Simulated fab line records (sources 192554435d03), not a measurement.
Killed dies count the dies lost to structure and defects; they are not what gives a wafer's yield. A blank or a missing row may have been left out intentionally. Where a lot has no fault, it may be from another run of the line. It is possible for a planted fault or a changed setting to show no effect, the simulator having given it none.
A lot that was struck, set against a sound lot    flow n5_finfet    38 steps out of a route of 1938
Sound: these wafers, L174.3, L174.5, L174.6. Struck: wafer L168.3. (L168.2 of the same lot was not struck and is left out.) The cause comes at the end.
For every step that has rows: the tool of each side, followed by ch and its chambers, followed by its first start. Under that, the readings that differ: sound wafers    struck wafers    difference of the means    sigmas: that difference in standard deviations of wafers without a fault.
alike: readings with means less than 2 such deviations apart, plus words and numbers identical on both sides. not compared: withheld readings, readings lacking a value on some wafer, bounds such as >300 that could conceal the same value, and numbers that have no deviation in the record and whose values overlap.
The two part at a step that has a row with sigmas, a row that says differs or no value, or rows on one side only. Numbers that don't overlap but have no deviation are shown without sigmas and don't part them. Lack of a reading on every wafer of one side parts them only where that side has two or more wafers.

first, 9 steps without rows for these wafers: N5_PMOS_HMC_CHANNEL_EPI_SRD_25 (time 30 s); N5_PMOS_HMC_CHANNEL_EPI_EPI_26 (deposits Si from SiH4/H2, target thk 3.8 nm, time 22.7 s); N5_FIN_SAQP_PRECLEAN_42 (cleans in O3/DIW, time 60 s); N5_FIN_SAQP_PRECLEAN_00 (cleans in SC1, time 60 s); N5_FIN_SAQP_PRECLEAN_44 (cleans in SC2, time 45 s); N5_FIN_SAQP_SRD_01 (time 30 s); N5_FIN_SAQP_ALD_61 (deposits SiO2, target thk 4 nm, pulse time 1 s, purge time 2 s); N5_FIN_SAQP_DENSIFY_62 (time 60 s); N5_FIN_SAQP_HM_DEP_03 (deposits SiNx from SiH4/NH3/N2, target thk 38 nm, time 33.6 s).
N5_FIN_SAQP_PECVD_47: deposits a-Si from SiH4/He, target thk 45 nm, time 36.3 s.
  sound on pecvd-01 ch 1,2, day 7 03:42; struck on pecvd-04 ch 2, day 5 17:10
reading                                      sound             struck  difference  sigmas
run_length_s (s)                             72.5 72.9 72.4    61.3    -11.3       -14
model.a-Si_of_FIN_SAQP_PECVD_47.thk_nm (nm)  44.63 44.67 44.8  32.06   -12.64      
  alike: heater_power_w, showerhead_plenum_p_Torr, throttle_valve_pct
then, 25 steps without rows for these wafers: N5_FIN_SAQP_PECVD_48 (deposits SiNx from SiH4/NH3/N2, target thk 25 nm, time 22.1 s); N5_FIN_SAQP_PECVD_06 (deposits a-Si from SiH4/He, target thk 60 nm, time 48.1 s); N5_FIN_SAQP_HM_DEP_72 (deposits SiO2 from SiH4/N2O, target thk 12 nm, time 7.2 s); N5_FIN_SAQP_COAT_49 (time 60 s, resist thk 100 nm); N5_FIN_SAQP_COAT_50 (time 60 s, resist thk 35 nm); N5_FIN_SAQP_COAT_10 (resist thk 90 nm); N5_FIN_SAQP_EBR_12; N5_FIN_SAQP_SOFTBAKE_11 (time 60 s); N5_FIN_SAQP_EXPOSE_13 (exposes mask FIN CORE, target cd 35.6 nm); N5_FIN_SAQP_PEB_14 (peb time 60 s); N5_FIN_SAQP_DEVELOP_15 (develop time 30 s); N5_FIN_SAQP_DESCUM_21 (chemistry O2, time 7.9 s); N5_FIN_SAQP_ETCH_51 (etches SiARC in CF4, target depth 45.5 nm, time 75.8 s); N5_FIN_SAQP_ETCH_52 (etches SOC in N2/H2, target depth 100 nm, overetch 20 nm, time 150 s); N5_FIN_SAQP_STRIP_53 (strips in N2/H2); N5_FIN_SAQP_HM_OPEN_73 (chemistry CHF3/O2, target SiO2, stops on a-Si, target depth 12 nm, time 16.8 s); N5_FIN_SAQP_STRIP_74 (strips in CHF3/O2); N5_FIN_SAQP_MANDREL_ETCH_22 (etches a-Si in HBr/Cl2, stops on SiNx, target depth 60 nm, bt time 10 s, time 30 s); N5_FIN_SAQP_STRIP_55 (strips in N2/H2); N5_FIN_SAQP_STRIP_23 (strips in SPM, time 750 s); N5_FIN_SAQP_SRD_66 (time 30 s); N5_FIN_SAQP_RECESS_75 (chemistry HF/NH3, target SiO2, target depth 14.4 nm, afs cycles 3, sublimation time 60 s); N5_FIN_SAQP_SPACER1_ALD_24 (deposits SiO2, target thk 20.3 nm, pulse time 1 s, purge time 2 s); N5_FIN_SAQP_SPACER1_ETCHBACK_25 (etches SiO2 in CHF3/O2, target depth 24.4 nm, time 12.2 s); N5_FIN_SAQP_MANDREL1_REMOVE_56 (chemistry HBr/Cl2/O2, target a-Si, stops on SiNx, bt time 10 s).
N5_FIN_SAQP_MANDREL_ETCH_58: etches a-Si in HBr/Cl2, stops on SiNx, target depth 45 nm, bt time 10 s, time 27 s.
  sound on rie_si-01 ch 0,1,2, day 7 07:58; struck on rie_si-04 ch 3, day 5 20:25
reading                   sound              struck  difference  sigmas
oes_product_au (a.u.)     0.714 0.709 0.702  0.597   -0.111      -9
model.etch.depth_nm (nm)  44.63 44.67 44.8   32.06   -12.64      
  alike: drypump_motor_current_A, throttle_valve_pct
  not compared: rf_hours_counter_h
-- a jump in the record: the struck wafers' starts before and after are 6 days apart (it breaks off in module FIN_SAQP and resumes in module BEOL_M4, where the first step shown is number 1111 of the route) --
N5_BEOL_M4_RC_MEAS_101:
  sound on prober-01 ch 0, day 13 15:34; struck on prober-01 ch 0, day 11 20:01
  alike: DIBL_N, DIBL_P, IOFF_N, IOFF_P, ION_N, ION_P, SS_N, SS_P, VT_N, VT_P
then, 1 step without rows for these wafers: N5_PASSIVATION_PROBE_49.

## WHERE THEY PART
Earliest at N5_FIN_SAQP_PECVD_47; latest, in this record, at N5_FIN_SAQP_MANDREL_ETCH_58. Later steps at which nothing parts them and some readings are alike: N5_BEOL_M4_RC_MEAS_101.

WHY: whatever the simulator had introduced
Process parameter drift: pecvd-04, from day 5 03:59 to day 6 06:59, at N5_FIN_SAQP_PECVD_47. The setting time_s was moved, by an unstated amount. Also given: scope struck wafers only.
